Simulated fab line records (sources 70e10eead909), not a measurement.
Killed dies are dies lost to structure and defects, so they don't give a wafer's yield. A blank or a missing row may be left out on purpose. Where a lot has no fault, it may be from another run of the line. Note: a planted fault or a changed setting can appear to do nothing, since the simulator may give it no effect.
fab line records	flow nand_harc
record lots=10	wafers=30	last_day=30
route steps=1302 shown A_M1@1182
lots that met no fault: from a run of the same line without faults
start_h: hours from the record's opening day to when the first of the lot's shown wafers began	wait_h: hours from the lot's prior step to this one	" as in the row above	L1.1+2: a row that stands for several wafers	- no value, or no start was given	* or withheld: withheld	< > ~ a bound
route shown NAME@n: NAME is a module with steps in the file, n the number in the route of the first one	usual: mean/standard deviation taken from wafers without a fault	same: alike in all rows	chamber/n: place in a boat	sites: the reading at each site	_std_site: the standard deviation of these	_edge_site: inner sites' mean taken away from outer sites' mean	radius_mm: for every site, how far away it sits from the centre of the wafer	mask NAME#n: copy n	behind: tool/chamber where the wafer was last shaped	hold: why the lot went on hold/how many hours it stayed there/how the hold came to an end	device: names the non-switching transistor (n, p or np)	end of line: tests run on the same wafers once the route is complete	for a step that has no rows: nothing shown but its recipe	killed: the dies lost at the first sort to structure and to defects; this is not the yield of the wafer	map: a wafer's dies, marking killed ones x, the rest . and places with no die _
set.NAME: the setting as run; set.NAME@STEP: as run at that earlier step	model.NAME: the simulator's own value behind a step, which no gauge read
route steps across a sampled set of lots; one table per step, one row per wafer
services: from which hour (start_h, from the record's first day; less than 0 if before it) a tool's chamber was out of use, for how many hours, and why
## steps
# step NHARC_A_M1_DESCUM_14
# recipe time_s=3	o2_flow_sccm=200	ar_flow_sccm=0	bias_power_w=0	chemistry=O2
# usual drypump_motor_current_A=5.9/0.42	oes_product_au=0.996/0.013	rf_vpp_V=57.8/0.94	showerhead_plenum_p_Torr=1.90/0.076	throttle_valve_pct=11.310/0.0097
lot.wafer	tool	chamber	start_h	wait_h	drypump_motor_current_A	oes_product_au	rf_hours_counter_h	rf_vpp_V	showerhead_plenum_p_Torr	throttle_valve_pct
L340.1	rie_diel-02	0	520.64	0.1	6.0	0.975	3.5	55.8	1.89	11.322
L340.2	"	2	"	"	6.4	1.006	2.8	57.4	1.81	11.310
L340.5	"	3	"	"	5.7	0.990	-	57.3	1.96	11.311
L342.3	rie_diel-02	3	536.12	0.1	5.7	1.015	3.4	57.8	1.96	11.309
L342.1	"	0	"	"	5.9	0.985	3.8	57.8	1.89	11.307
L342.6	"	0	"	"	6.0	0.983	-	57.8	1.89	11.314
L343.2	rie_diel-12	1	559.23	0.1	5.8	1.006	6.3	57.9	1.85	11.310
L343.1	"	3	"	"	5.0	0.987	6.7	58.7	1.97	11.297
L343.5	"	1	"	"	5.8	1.014	-	57.5	1.85	11.320
L344.4	rie_diel-02	3	570.32	0.1	5.7	1.000	4.8	58.1	1.95	11.313
L344.6	"	2	"	"	6.3	1.001	-	57.2	1.81	11.312
L344.5	"	3	"	"	5.7	0.995	-	58.7	1.95	11.306
L347.2	rie_diel-11	3	595.76	0.1	5.1	0.999	7.3	58.7	2.04	11.315
L347.4	"	0	"	"	6.6	1.008	6.8	58.1	1.98	11.325
L347.5	"	2	"	"	6.0	1.019	-	58.5	2.06	11.319
L350.3	rie_diel-02	1	621.62	0.1	5.7	0.989	1.3	57.0	1.82	11.311
L350.2	"	3	"	"	5.7	0.995	1.1	57.1	1.95	11.306
L350.1	"	0	"	"	6.0	0.978	1.1	57.7	1.88	11.309
L349.2	rie_diel-02	0	626.48	0.1	5.9	0.973	1.6	58.2	1.88	11.302
L349.3	"	1	"	"	5.8	1.004	1.8	58.3	1.82	11.313
L349.5	"	2	"	"	6.3	1.004	-	57.6	1.81	11.314
L352.4	rie_diel-11	0	640.41	0.1	6.7	1.022	2.1	59.0	1.98	11.308
L352.2	"	2	"	"	6.0	0.987	1.8	57.9	2.06	11.302
L352.6	"	3	"	"	5.1	0.992	-	59.4	2.03	11.311
L353.2	rie_diel-11	0	653.70	0.1	6.7	1.022	2.6	58.6	1.98	11.321
L353.1	"	1	"	"	6.1	0.982	2.5	56.2	1.84	11.315
L353.6	"	0	"	"	6.6	1.019	-	58.5	1.97	11.306
L355.4	rie_diel-12	0	671.99	0.1	5.9	0.982	1.6	56.9	1.86	11.326
L355.2	"	2	"	"	5.6	0.986	1.9	57.2	1.89	11.302
L355.5	"	1	"	"	5.8	1.005	-	58.3	1.85	11.292
# step NHARC_A_M1_STRIP_18
# recipe power_w=1000	n2_flow_sccm=150	h2_flow_sccm=150	ar_flow_sccm=0	bias_w=0	chemistry=N2/H2
# usual drypump_motor_current_A=5.8/0.46	oes_product_au=0.994/0.016	rf_fwd_power_W=997.6/2.9	rf_vpp_V=90.8/1	showerhead_plenum_p_Torr=2.05/0.092	throttle_valve_pct=14.171/0.0079
lot.wafer	tool	chamber	start_h	wait_h	drypump_motor_current_A	oes_product_au	rf_fwd_power_W	rf_hours_counter_h	rf_vpp_V	showerhead_plenum_p_Torr	throttle_valve_pct
L340.2	rie_diel-11	2	521.01	0.1	6.0	1.012	995.3	4.7	88.3	2.20	14.169
L340.1	"	3	"	"	5.1	1.006	992.5	4.7	89.6	2.17	14.187
L340.5	"	2	"	"	6.0	1.009	998.2	-	91.7	2.20	14.161
L342.3	rie_diel-02	0	536.50	0.1	6.0	0.982	996.8	3.8	90.6	2.01	14.168
L342.1	"	1	"	"	5.8	0.998	997.4	3.4	89.7	1.94	14.183
L342.6	"	0	"	"	6.0	0.985	996.7	-	91.0	2.01	14.176
L343.2	rie_diel-12	2	559.60	0.1	5.6	0.990	1001.0	6.5	90.2	2.01	14.158
L343.1	"	1	"	"	5.8	1.008	1000.1	6.3	89.6	1.97	14.158
L343.5	"	2	"	"	5.6	0.979	999.7	-	90.6	2.01	14.176
L344.4	rie_diel-12	2	570.69	0.1	5.6	0.972	1003.3	7.8	90.2	2.01	14.171
L344.5	"	2	"	"	5.6	0.984	1002.0	-	92.0	2.01	14.184
L344.6	"	3	"	"	5.1	0.970	992.4	-	91.9	2.10	14.157
L347.4	rie_diel-02	2	596.13	0.1	6.3	1.000	1001.0	0.6	89.5	1.92	14.183
L347.2	"	3	"	"	5.7	0.980	996.6	0.5	92.2	2.09	14.165
L347.5	"	2	"	"	6.3	1.005	1001.1	-	89.4	1.92	14.178
L350.1	rie_diel-12	1	622.00	0.1	5.9	1.006	996.9	9.6	90.3	1.97	14.163
L350.2	"	2	"	"	5.6	0.983	1001.2	9.9	90.9	2.01	14.170
L350.3	"	0	"	"	6.0	0.996	1000.4	10.7	89.5	1.98	14.180
L349.2	rie_diel-11	2	626.86	0.1	6.0	1.000	993.5	0.7	91.8	2.20	14.183
L349.3	"	3	"	"	5.1	0.996	997.8	0.8	92.5	2.17	14.167
L349.5	"	2	"	"	6.0	1.002	992.4	-	91.8	2.20	14.172
L352.4	rie_diel-11	3	640.81	0.1	5.1	0.993	996.1	1.9	91.2	2.17	14.170
L352.2	"	1	"	"	6.1	0.971	998.4	2.2	90.9	1.96	14.175
L352.6	"	2	"	"	6.0	1.000	993.0	-	93.2	2.20	14.158
L353.2	rie_diel-11	2	654.11	0.1	6.0	1.004	998.2	2.4	91.8	2.20	14.170
L353.1	"	3	"	"	5.1	0.992	994.9	2.5	92.2	2.17	14.172
L353.6	"	1	"	"	6.1	0.966	995.5	-	91.1	1.96	14.175
L355.4	rie_diel-02	3	672.42	0.1	5.7	0.975	1001.5	3.3	91.0	2.08	14.173
L355.2	"	0	"	"	6.0	0.981	999.0	3.0	91.6	2.01	14.162
L355.5	"	2	"	"	6.4	1.014	999.9	-	91.6	1.92	14.181
# step NHARC_A_M1_ETCH_28
# recipe target_depth_a=300	over_etch_frac=0.3	time_s=72.99	ion_energy_ev=150	cf4_flow_sccm=50	n2_flow_sccm=100	ar_flow_sccm=150	rf_w=300	bias_w=100	chemistry=CF4/N2
# usual drypump_motor_current_A=5.8/0.49	oes_product_au=0.995/0.015	rf_fwd_power_W=297.8/1.1	rf_vpp_V=314.4/2.1	showerhead_plenum_p_Torr=2.65/0.11	throttle_valve_pct=19.793/0.0088
lot.wafer	tool	chamber	start_h	wait_h	drypump_motor_current_A	oes_product_au	rf_fwd_power_W	rf_hours_counter_h	rf_vpp_V	showerhead_plenum_p_Torr	throttle_valve_pct
L340.1	rie_diel-11	3	-	-	5.1	1.005	297.8	4.8	317.5	2.79	19.798
L340.2	"	2	"	"	5.9	1.011	295.7	4.7	318.4	2.81	19.802
L340.5	"	0	"	"	6.7	1.001	298.2	-	315.7	2.71	19.782
L342.3	rie_diel-02	1	-	-	5.8	0.993	298.7	3.4	310.5	2.50	19.793
L342.1	"	3	"	"	5.7	1.007	298.0	3.5	315.0	2.68	19.794
L342.6	"	2	"	"	6.3	1.007	298.6	-	312.1	2.49	19.805
L343.1	rie_diel-12	2	-	-	5.6	0.991	297.8	6.6	312.1	2.59	19.793
L343.2	"	1	"	"	5.8	1.005	299.9	6.3	312.8	2.55	19.787
L343.5	"	2	"	"	5.6	0.994	298.4	-	313.0	2.59	19.786
L344.4	rie_diel-12	0	-	-	5.9	1.004	297.1	8.3	313.6	2.56	19.808
L344.5	"	2	"	"	5.6	0.967	297.0	-	314.1	2.59	19.789
L344.6	"	3	"	"	5.1	0.974	297.5	-	314.6	2.70	19.808
L347.2	rie_diel-02	3	-	-	5.7	0.994	297.6	0.5	315.3	2.68	19.800
L347.4	"	1	"	"	5.8	1.004	297.9	0.6	311.4	2.50	19.792
L347.5	"	0	"	"	6.0	0.975	297.9	-	313.2	2.59	19.776
L350.1	rie_diel-12	2	-	-	5.6	0.989	299.9	9.9	313.2	2.59	19.798
L350.3	"	3	"	"	5.1	0.994	297.7	10.2	315.9	2.70	19.796
L350.2	"	0	"	"	6.0	1.007	296.0	10.7	313.0	2.55	19.793
L349.3	rie_diel-11	2	-	-	6.0	0.997	294.9	0.8	316.8	2.81	19.787
L349.2	"	1	"	"	6.1	0.976	298.1	1.3	312.4	2.53	19.776
L349.5	"	3	"	"	5.1	0.987	296.0	-	316.1	2.78	19.787
L352.4	rie_diel-11	3	-	-	5.1	0.991	299.3	1.9	317.9	2.78	19.792
L352.2	"	0	"	"	6.7	1.018	297.9	2.2	315.8	2.71	19.797
L352.6	"	0	"	"	6.7	1.018	297.1	-	315.5	2.71	19.793
L353.2	rie_diel-11	3	-	-	5.1	0.992	297.7	2.5	318.3	2.78	19.790
L353.1	"	2	"	"	6.0	0.988	296.5	2.5	316.7	2.81	19.773
L353.6	"	3	"	"	5.1	1.002	298.4	-	317.1	2.78	19.793
L355.2	rie_diel-02	2	-	-	6.3	1.013	298.0	3.5	312.1	2.49	19.801
L355.4	"	3	"	"	5.7	0.993	297.3	3.3	314.6	2.68	19.800
L355.5	"	1	"	"	5.8	0.990	298.4	-	311.7	2.50	19.790
# step NHARC_A_M1_ECD_22
# recipe target_thk_a=4000	bath_temp_c=25	material=Cu
lot.wafer	tool	chamber	start_h	wait_h
L340.1+2+5	ecd_cu-02	1,0,1	522.01	-
L342.1+3+6	ecd_cu-02	0,1,1	537.56	-
L343.2+1+5	ecd_cu-02	0,1,1	560.60	-
L344.4+6+5	ecd_cu-02	1,0,1	571.83	-
L347.2+4+5	ecd_cu-01	0	597.22	-
L350.1+2+3	ecd_cu-01	0,1,0	623.00	-
L349.2+3+5	ecd_cu-02	1,1,0	627.85	-
L352.2+4+6	ecd_cu-01	1,1,0	641.83	-
L353.2+1+6	ecd_cu-01	0,1,0	655.20	-
L355.2+4+5	ecd_cu-01	0,1,0	673.37	-
# step NHARC_A_M1_CMP_23
# recipe t_overpolish_s=20	target_thk_nm=154.34
# usual motor_current_A=12.2/1.1	time_to_endpoint_s=30/3.6
# same t_overpolish_s=20
lot.wafer	tool	chamber	start_h	wait_h	motor_current_A	time_to_endpoint_s
L340.2	cmp-02	3	522.77	-	10.7	25
L340.1	"	0	"	"	13.2	31
L340.5	"	2	"	"	12.9	32
L342.1	cmp-03	0	538.23	-	12.0	28
L342.3	"	2	"	"	13.5	32
L342.6	"	1	"	"	13.6	28
L343.1	cmp-01	1	561.35	-	12.4	37
L343.2	"	2	"	"	11.3	30
L343.5	"	0	"	"	13.1	29
L344.4	cmp-03	1	572.40	-	13.6	33
L344.5	"	1	"	"	13.3	33
L344.6	"	2	"	"	13.1	31
L347.4	cmp-03	3	597.90	-	11.0	33
L347.2	"	2	"	"	14.1	31
L347.5	"	0	"	"	12.1	30
L350.1	cmp-03	3	623.75	-	10.8	33
L350.3	"	0	"	"	12.0	28
L350.2	"	2	"	"	14.4	32
L349.2	cmp-03	3	628.57	-	11.4	31
L349.3	"	0	"	"	12.8	26
L349.5	"	0	"	"	11.4	26
L352.2	cmp-03	2	642.56	-	14.2	32
L352.4	"	3	"	"	10.8	31
L352.6	"	1	"	"	13.8	29
L353.2	cmp-02	1	656.04	-	12.0	25
L353.1	"	2	"	"	12.7	29
L353.6	"	3	"	"	9.0	22
L355.4	cmp-03	1	674.09	-	13.8	17
L355.2	"	0	"	"	12.5	12
L355.5	"	1	"	"	14.1	33
## services
tool	chamber	start_h	hours	kind
rie_diel-02	0	500.70	-	clean
rie_diel-12	1	505.49	7.7	repair
ecd_cu-01	-	512.11	8.0	pm
cmp-01	-	512.61	1.2	repair
cmp-02	-	528.39	4.0	pm
cmp-03	-	541.63	3.1	repair
rie_diel-02	1	550.49	4.0	repair
cmp-03	-	554.37	4.0	pm
rie_diel-02	-	570.70	9.0	pm
rie_diel-11	-	571.56	12.3	repair
cmp-01	-	577.50	4.0	pm
cmp-02	-	581.31	1.3	repair
cmp-02	-	586.97	0.3	repair
ecd_cu-02	-	596.04	8.0	pm
rie_diel-11	2	597.41	23.1	repair
rie_diel-11	-	609.50	9.0	pm
ecd_cu-01	-	614.85	2.6	repair
rie_diel-12	-	622.40	9.0	pm
cmp-03	-	624.30	2.3	repair
cmp-02	-	626.39	4.0	pm
rie_diel-02	-	635.70	0.6	repair
cmp-03	-	638.98	0.4	repair
cmp-03	-	652.37	4.0	pm
ecd_cu-02	-	672.05	9.7	repair
## key
first_sign step=NHARC_A_M1_CMP_23	reading=time_to_endpoint_s	direction=down	sigmas=4.3	usual=*	struck=*
effect none on later readings
met_at NHARC_A_M1_ECD_22
struck_lots L355
struck_wafers L355.2,L355.4
not_acting_at NHARC_A_M1_DESCUM_14,NHARC_A_M1_STRIP_18,NHARC_A_M1_ETCH_28
onset_between 655.20 673.37
fault kind=process_parameter_drift	tool=ecd_cu-01	chamber=-	onset_h=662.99	steps=NHARC_A_M1_ECD_22	channel=target_thk_a	offset=*	shape=step	end_h=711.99	scope=struck_wafers_only	acts_in=*	stated=*
